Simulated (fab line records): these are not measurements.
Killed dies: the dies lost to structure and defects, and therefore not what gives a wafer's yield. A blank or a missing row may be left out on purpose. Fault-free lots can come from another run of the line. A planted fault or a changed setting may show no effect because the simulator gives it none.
Which of the tools did it? | flow n5Finfet | 24 lots, 72 wafers sampled, at 6 steps of a route of 1938

## WHAT THE GAUGES SHOWED, per wafer
N5_BEOL_M9_THK_MEAS_53: measures by xrf. Usual: for M9_THK the level is 137.5 nm and the standard deviation is 2.6.
lot  | measured     | on           | M9_THK (nm)       | flag
L074 | day 10 00:10 | filmMetro-02 | 140.5 139.4 140.8 | 
L075 | day 10 02:07 | filmMetro-02 | 139.3 138.7 136.6 | 
L077 | day 10 02:38 | filmMetro-02 | 135.8 132.0 134.3 | 
L076 | day 10 05:35 | filmMetro-01 | 136.5 137.6 136.0 | 
L079 | day 11 02:49 | filmMetro-01 | 136.5 139.6 136.5 | 
L080 | day 11 03:05 | filmMetro-02 | 138.5 138.7 139.0 | 
L078 | day 11 06:29 | filmMetro-01 | 135.6 137.7 135.7 | 
L081 | day 11 12:13 | filmMetro-01 | 137.1 136.0 139.6 | 
L082 | day 11 15:32 | filmMetro-01 | 139.9 138.8 138.8 | 
L083 | day 11 15:49 | filmMetro-02 | 141.8 141.0 141.3 | 
L084 | day 12 01:47 | filmMetro-02 | 138.6 137.2 137.3 | 
L085 | day 12 12:31 | filmMetro-01 | 140.4 137.7 141.0 | 
L086 | day 12 19:13 | filmMetro-02 | 136.5 134.8 136.6 | 
L087 | day 13 01:47 | filmMetro-02 | 137.5 141.0 139.2 | 
L088 | day 13 11:12 | filmMetro-01 | 133.7 142.2 134.5 | 
L090 | day 13 11:21 | filmMetro-01 | 137.1 141.0 140.4 | 
L089 | day 13 20:25 | filmMetro-02 | 138.6 142.2 140.2 | 
L091 | day 13 20:08 | filmMetro-02 | 139.4 137.9 132.0 | 
L092 | day 14 08:20 | filmMetro-02 | 139.2 138.9 138.0 | 
L093 | day 14 18:47 | filmMetro-02 | 137.6 134.8 136.3 | 
L094 | day 14 21:40 | filmMetro-02 | 138.1 139.4 134.7 | 
L095 | day 14 21:34 | filmMetro-01 | 135.7 132.5 132.0 | 
L096 | day 15 11:05 | filmMetro-02 | 132.3 133.7 133.5 | 
L097 | day 15 15:28 | filmMetro-02 | 137.5 134.5 134.9 | 

N5_BEOL_M10_THK_MEAS_01. Usual: for M10_ILD_THK the level is 268.2 nm and the standard deviation is 3.
lot  | measured     | on           | M10_ILD_THK (nm)  | flag
L074 | day 10 00:58 | filmMetro-02 | 269.3 274.1 274.6 | 
L075 | day 10 02:54 | filmMetro-01 | 269.8 272.2 271.3 | 
L077 | day 10 03:25 | filmMetro-02 | 267.0 266.0 269.2 | 
L076 | day 10 06:24 | filmMetro-01 | 267.3 273.3 271.8 | 
L079 | day 11 03:37 | filmMetro-01 | 268.6 271.5 270.7 | 
L080 | day 11 03:52 | filmMetro-02 | 266.0 263.9 270.3 | 
L078 | day 11 07:17 | filmMetro-01 | 262.1 267.9 267.5 | 
L081 | day 11 13:01 | filmMetro-01 | 266.5 268.2 267.0 | 
L082 | day 11 16:19 | filmMetro-02 | 266.8 272.0 269.4 | 
L083 | day 11 16:36 | filmMetro-02 | 269.8 269.7 271.5 | 
L084 | day 12 02:34 | filmMetro-02 | 265.5 269.2 268.4 | 
L085 | day 12 13:20 | filmMetro-02 | 261.1 264.7 267.7 | 
L086 | day 12 19:59 | filmMetro-02 | 265.6 264.3 271.4 | 
L087 | day 13 02:34 | filmMetro-01 | 269.8 271.7 271.9 | 
L088 | day 13 11:59 | filmMetro-01 | 266.1 266.6 272.8 | 
L090 | day 13 12:08 | filmMetro-02 | 266.7 268.1 270.3 | 
L089 | day 13 21:23 | filmMetro-02 | 265.7 267.8 272.2 | 
L091 | day 13 20:56 | filmMetro-01 | 268.5 267.1 266.3 | 
L092 | day 14 09:07 | filmMetro-02 | 265.5 266.7 265.3 | 
L093 | day 14 19:34 | filmMetro-01 | 266.0 270.7 272.5 | 
L094 | day 14 22:38 | filmMetro-02 | 267.3 264.0 268.8 | 
L095 | day 14 22:50 | filmMetro-01 | 263.2 264.8 269.4 | 
L096 | day 15 11:52 | filmMetro-02 | 267.5 262.4 273.2 | 
L097 | day 15 16:15 | filmMetro-02 | 264.5 269.0 268.9 | 

## WHICH TOOL RAN EACH LOT (tool, then ch and the chambers of the sampled wafers, then the start)
lot  | N5_BEOL_M9_STRIP_67               | N5_BEOL_M9_HM_OPEN_17            | N5_BEOL_M9_ALD_74                  | N5_BEOL_M9_SURFACE_TREAT_79
L074 | rieDiel-03 ch 1,2,3, day 9 19:32  | rieMetal-02 ch 0,1, day 9 19:34  | aldMetal-03 ch 2,3, day 9 22:03    | pvdSputter-01, day 9 22:21
L075 | rieDiel-05 ch 0,1,3, day 9 20:10  | rieMetal-03 ch 0,1, day 9 20:14  | aldMetal-03 ch 0,1, day 10 00:47   | pvdSputter-02, day 10 01:05
L077 | rieDiel-01 ch 1,3, day 9 20:22    | rieMetal-03 ch 0,1, day 9 20:24  | aldMetal-01 ch 0,1, day 10 01:15   | pvdSputter-02, day 10 01:33
L076 | rieDiel-05 ch 0,2,3, day 10 01:39 | rieMetal-01 ch 0,1, day 10 01:41 | aldMetal-01 ch 0,1,3, day 10 03:44 | pvdSputter-03, day 10 04:31
L079 | rieDiel-03 ch 0,2,3, day 10 21:49 | rieMetal-02 ch 1, day 10 21:52   | aldMetal-01 ch 0,2,3, day 10 23:46 | pvdSputter-02, day 11 00:04
L080 | rieDiel-01 ch 0,2,3, day 10 21:50 | rieMetal-03 ch 0, day 10 21:53   | aldMetal-03 ch 0,1, day 10 23:53   | pvdSputter-01, day 11 00:25
L078 | rieDiel-05 ch 0,2,3, day 11 00:40 | rieMetal-01 ch 1, day 11 00:43   | aldMetal-04 ch 0,3, day 11 03:04   | pvdSputter-02, day 11 03:26
L081 | rieDiel-03 ch 0,1,2, day 11 07:16 | rieMetal-02 ch 0,1, day 11 07:18 | aldMetal-03 ch 0,2,3, day 11 10:52 | pvdSputter-02, day 11 11:10
L082 | rieDiel-05 ch 0,3, day 11 12:01   | rieMetal-02 ch 0,1, day 11 12:04 | aldMetal-01 ch 0,1, day 11 14:07   | pvdSputter-02, day 11 14:29
L083 | rieDiel-03 ch 0,3, day 11 12:13   | rieMetal-03 ch 0,1, day 11 12:16 | aldMetal-03 ch 1,2,3, day 11 14:22 | pvdSputter-01, day 11 14:43
L084 | rieDiel-01 ch 0,2,3, day 11 21:23 | rieMetal-03 ch 0,1, day 11 21:28 | aldMetal-03 ch 0,1,3, day 11 23:57 | pvdSputter-02, day 12 00:20
L085 | rieDiel-03 ch 1,3, day 12 09:02   | rieMetal-03 ch 0,1, day 12 09:05 | aldMetal-03 ch 0,2,3, day 12 10:47 | pvdSputter-01, day 12 11:05
L086 | rieDiel-03 ch 2,3, day 12 14:40   | rieMetal-01 ch 0,1, day 12 14:43 | aldMetal-03 ch 0,2,3, day 12 17:35 | pvdSputter-02, day 12 18:02
L087 | rieDiel-03 ch 0,1,3, day 12 22:17 | rieMetal-02 ch 0,1, day 12 22:19 | aldMetal-01 ch 2,3, day 13 00:23   | pvdSputter-01, day 13 00:46
L088 | rieDiel-01 ch 1,2,3, day 13 05:28 | rieMetal-03 ch 0,1, day 13 05:30 | aldMetal-03 ch 1,3, day 13 09:16   | pvdSputter-03, day 13 09:39
L090 | rieDiel-03 ch 0,3, day 13 05:30   | rieMetal-01 ch 0,1, day 13 05:32 | aldMetal-04 ch 0,2, day 13 09:16   | pvdSputter-03, day 13 09:37
L089 | rieDiel-01 ch 0,3, day 13 14:34   | rieMetal-01 ch 0,1, day 13 14:36 | aldMetal-01 ch 1,3, day 13 18:29   | pvdSputter-03, day 13 19:17
L091 | rieDiel-05 ch 0,1, day 13 14:38   | rieMetal-03 ch 0,1, day 13 14:43 | aldMetal-01 ch 0,1,2, day 13 18:01 | pvdSputter-03, day 13 19:07
L092 | rieDiel-01 ch 0,1,2, day 14 01:20 | rieMetal-03 ch 0, day 14 01:22   | aldMetal-04 ch 0,1, day 14 06:47   | pvdSputter-02, day 14 07:06
L093 | rieDiel-03 ch 0,1,3, day 14 13:07 | rieMetal-03 ch 1, day 14 13:09   | aldMetal-04 ch 1,2,3, day 14 17:08 | pvdSputter-01, day 14 17:28
L094 | rieDiel-03 ch 0,1,2, day 14 17:06 | rieMetal-03 ch 0,1, day 14 17:09 | aldMetal-04 ch 0,1,3, day 14 20:22 | pvdSputter-01, day 14 20:39
L095 | rieDiel-03 ch 0,1,3, day 14 17:37 | rieMetal-02 ch 0,1, day 14 17:39 | aldMetal-01 ch 1,2,3, day 14 20:17 | pvdSputter-01, day 14 20:34
L096 | rieDiel-05 ch 0,2, day 15 05:19   | rieMetal-02 ch 0,1, day 15 05:22 | aldMetal-03 ch 0,1, day 15 09:13   | pvdSputter-03, day 15 09:31
L097 | rieDiel-03 ch 1,3, day 15 10:00   | rieMetal-03 ch 0,1, day 15 10:02 | aldMetal-01 ch 1,2,3, day 15 14:04 | pvdSputter-02, day 15 14:26
- N5_BEOL_M9_STRIP_67: strips in CF4.
- N5_BEOL_M9_HM_OPEN_17: chemistry Cl2/BCl3, target TiN, target depth 20 nm, overetch 6 nm.
- N5_BEOL_M9_ALD_74: deposits TaN, target thk 2 nm, pulse time 2 s, purge time 3 s.
- N5_BEOL_M9_SURFACE_TREAT_79

## WHAT THE TOOLS THEMSELVES READ (means of the sampled wafers that have a number; where no wafer has one, the mark that the record gives instead)
N5_BEOL_M9_STRIP_67. Usual: drypumpMotorCurrentA 5.5 A, standard deviation 0.55; oesProductAu 0.80 a.u., standard deviation 0.09; rfVppV 271.1 V, standard deviation 1.8; showerheadPlenumPTorr 1.79 Torr, standard deviation 0.07; throttleValvePct 13.49 %, standard deviation 0.2.
lot  | tool       | drypumpMotorCurrentA (A) | oesProductAu (a.u.) | rfVppV (V) | showerheadPlenumPTorr (Torr) | throttleValvePct (%) | flag
L074 | rieDiel-03 | 5.3                      | 0.75                | 271.6      | 1.79                         | 13.51                | 
L075 | rieDiel-05 | 5.8                      | 0.86                | 269.8      | 1.75                         | 13.45                | 
L077 | rieDiel-01 | 5.2                      | 0.92                | 272.2      | 1.86                         | 13.21                | 
L076 | rieDiel-05 | 5.9                      | 0.77                | 268.7      | 1.73                         | 13.58                | 
L079 | rieDiel-03 | 5.3                      | 0.73                | 270.6      | 1.79                         | 13.59                | 
L080 | rieDiel-01 | 5.7                      | 0.88                | 271.5      | 1.84                         | 13.47                | 
L078 | rieDiel-05 | 5.9                      | 0.77                | 269.5      | 1.73                         | 13.60                | 
L081 | rieDiel-03 | 5.4                      | 0.72                | 272.2      | 1.84                         | 13.58                | 
L082 | rieDiel-05 | 6.1                      | 0.78                | 270.5      | 1.73                         | 13.58                | 
L083 | rieDiel-03 | 5.2                      | 0.73                | 269.1      | 1.73                         | 13.56                | 
L084 | rieDiel-01 | 5.8                      | 0.86                | 272.3      | 1.84                         | 13.49                | 
L085 | rieDiel-03 | 5.3                      | 0.74                | 270.0      | 1.73                         | 13.53                | 
L086 | rieDiel-03 | 5.1                      | 0.74                | 270.9      | 1.79                         | 13.57                | 
L087 | rieDiel-03 | 5.3                      | 0.81                | 271.6      | 1.78                         | 13.41                | 
L088 | rieDiel-01 | 5.7                      | 0.82                | 273.0      | 1.85                         | 13.51                | 
L090 | rieDiel-03 | 5.3                      | 0.88                | 270.8      | 1.78                         | 13.27                | 
L089 | rieDiel-01 | 5.6                      | 0.90                | 271.5      | 1.83                         | 13.30                | 
L091 | rieDiel-05 | 5.6                      | 0.87                | 270.7      | 1.75                         | 13.43                | 
L092 | rieDiel-01 | 6.1                      | 0.82                | 272.3      | 1.85                         | 13.59                | 
L093 | rieDiel-03 | 5.3                      | 0.79                | 270.8      | 1.78                         | 13.44                | 
L094 | rieDiel-03 | 5.3                      | 0.78                | 271.4      | 1.84                         | 13.46                | 
L095 | rieDiel-03 | 5.3                      | 0.78                | 271.6      | 1.78                         | 13.44                | 
L096 | rieDiel-05 | 5.2                      | 0.77                | 269.8      | 1.73                         | 13.57                | 
L097 | rieDiel-03 | 5.4                      | 0.71                | 271.0      | 1.77                         | 13.59                | 

N5_BEOL_M9_HM_OPEN_17. Usual: drypumpMotorCurrentA 5.8 A, standard deviation 0.44; oesProductAu 0.68 a.u., standard deviation 0.067; rfFwdPowerW 994 W, standard deviation 3.6; throttleValvePct 22.15 %, standard deviation 0.1.
lot  | tool        | drypumpMotorCurrentA (A) | oesProductAu (a.u.) | rfFwdPowerW (W) | throttleValvePct (%) | flag
L074 | rieMetal-02 | 6.1                      | 0.69                | 997             | 22.21                | 
L075 | rieMetal-03 | 5.7                      | 0.65                | 990             | 22.16                | 
L077 | rieMetal-03 | 5.4                      | 0.70                | 991             | 22.19                | 
L076 | rieMetal-01 | 5.7                      | 0.74                | 998             | 22.05                | 
L079 | rieMetal-02 | 6.0                      | 0.67                | 997             | 22.07                | 
L080 | rieMetal-03 | 5.1                      | 0.75                | 989             | 22.23                | 
L078 | rieMetal-01 | 5.3                      | 0.80                | 996             | 22.05                | 
L081 | rieMetal-02 | 6.1                      | 0.68                | 997             | 22.15                | 
L082 | rieMetal-02 | 6.1                      | 0.68                | 992             | 22.22                | 
L083 | rieMetal-03 | 5.4                      | 0.70                | 991             | 22.20                | 
L084 | rieMetal-03 | 5.4                      | 0.71                | 992             | 22.18                | 
L085 | rieMetal-03 | 5.4                      | 0.69                | 994             | 22.19                | 
L086 | rieMetal-01 | 5.9                      | 0.67                | 994             | 22.02                | 
L087 | rieMetal-02 | 6.1                      | 0.67                | 995             | 22.24                | 
L088 | rieMetal-03 | 5.4                      | 0.68                | 994             | 22.22                | 
L090 | rieMetal-01 | 5.6                      | 0.73                | 995             | 22.04                | 
L089 | rieMetal-01 | 5.6                      | 0.73                | 993             | 22.04                | 
L091 | rieMetal-03 | 5.4                      | 0.67                | 992             | 22.22                | 
L092 | rieMetal-03 | 5.1                      | 0.71                | 991             | 22.26                | 
L093 | rieMetal-03 | 5.9                      | 0.59                | 992             | 22.13                | 
L094 | rieMetal-03 | 5.4                      | 0.68                | 992             | 22.20                | 
L095 | rieMetal-02 | 6.1                      | 0.66                | 996             | 22.16                | 
L096 | rieMetal-02 | 6.1                      | 0.66                | 997             | 22.25                | 
L097 | rieMetal-03 | 5.7                      | 0.63                | 991             | 22.16                | 

N5_BEOL_M9_ALD_74. Usual: 417 W for heaterPowerW, sd 52.
lot  | tool        | heaterPowerW (W) | flag
L074 | aldMetal-03 | 354              | 
L075 | aldMetal-03 | 425              | 
L077 | aldMetal-01 | 415              | 
L076 | aldMetal-01 | 405              | 
L079 | aldMetal-01 | 438              | 
L080 | aldMetal-03 | 415              | 
L078 | aldMetal-04 | 428              | 
L081 | aldMetal-03 | 367              | 
L082 | aldMetal-01 | 397              | 
L083 | aldMetal-03 | 393              | 
L084 | aldMetal-03 | 377              | 
L085 | aldMetal-03 | 369              | 
L086 | aldMetal-03 | 375              | 
L087 | aldMetal-01 | 447              | 
L088 | aldMetal-03 | 360              | 
L090 | aldMetal-04 | 463              | 
L089 | aldMetal-01 | 382              | 
L091 | aldMetal-01 | 426              | 
L092 | aldMetal-04 | 467              | 
L093 | aldMetal-04 | 491              | 
L094 | aldMetal-04 | 462              | 
L095 | aldMetal-01 | 422              | 
L096 | aldMetal-03 | 395              | 
L097 | aldMetal-01 | 423              | 

N5_BEOL_M9_SURFACE_TREAT_79. Usual: 30.01 sccm for arFlowSccm, sd 0.083.
lot  | tool          | arFlowSccm (sccm) | flag
L074 | pvdSputter-01 | 29.98             | 
L075 | pvdSputter-02 | 30.02             | 
L077 | pvdSputter-02 | 29.99             | 
L076 | pvdSputter-03 | 29.97             | 
L079 | pvdSputter-02 | 30.03             | 
L080 | pvdSputter-01 | 29.96             | 
L078 | pvdSputter-02 | 29.97             | 
L081 | pvdSputter-02 | 29.95             | 
L082 | pvdSputter-02 | 29.97             | 
L083 | pvdSputter-01 | 29.97             | 
L084 | pvdSputter-02 | 29.93             | 
L085 | pvdSputter-01 | 30.00             | 
L086 | pvdSputter-02 | 30.05             | 
L087 | pvdSputter-01 | 30.02             | 
L088 | pvdSputter-03 | 30.02             | 
L090 | pvdSputter-03 | 30.00             | 
L089 | pvdSputter-03 | 29.99             | 
L091 | pvdSputter-03 | 29.97             | 
L092 | pvdSputter-02 | 30.11             | 
L093 | pvdSputter-01 | 29.98             | 
L094 | pvdSputter-01 | 30.05             | 
L095 | pvdSputter-01 | 30.01             | 
L096 | pvdSputter-03 | 29.96             | 
L097 | pvdSputter-02 | 30.07             | 

## THE ANSWER, worked out from the rows above alone
Rule: a lot counts as off when the mean over its wafers that have a number is more than 3 standard deviations away from the usual mean. A lot without any number at a reading at which 4 lots or more have one is off too. All remaining lots with rows at the step are treated as sound. First the gauges in route order, then the tools' own readings, where a lot's mean is used as printed above. The first step at which some lot is off is used, and at that step the reading that is off furthest; a lot without a number counts as furthest.
No lot is off on any of the readings shown, so nothing can be concluded from this.

## WHAT HAD BEEN PUT IN BY THE SIMULATOR
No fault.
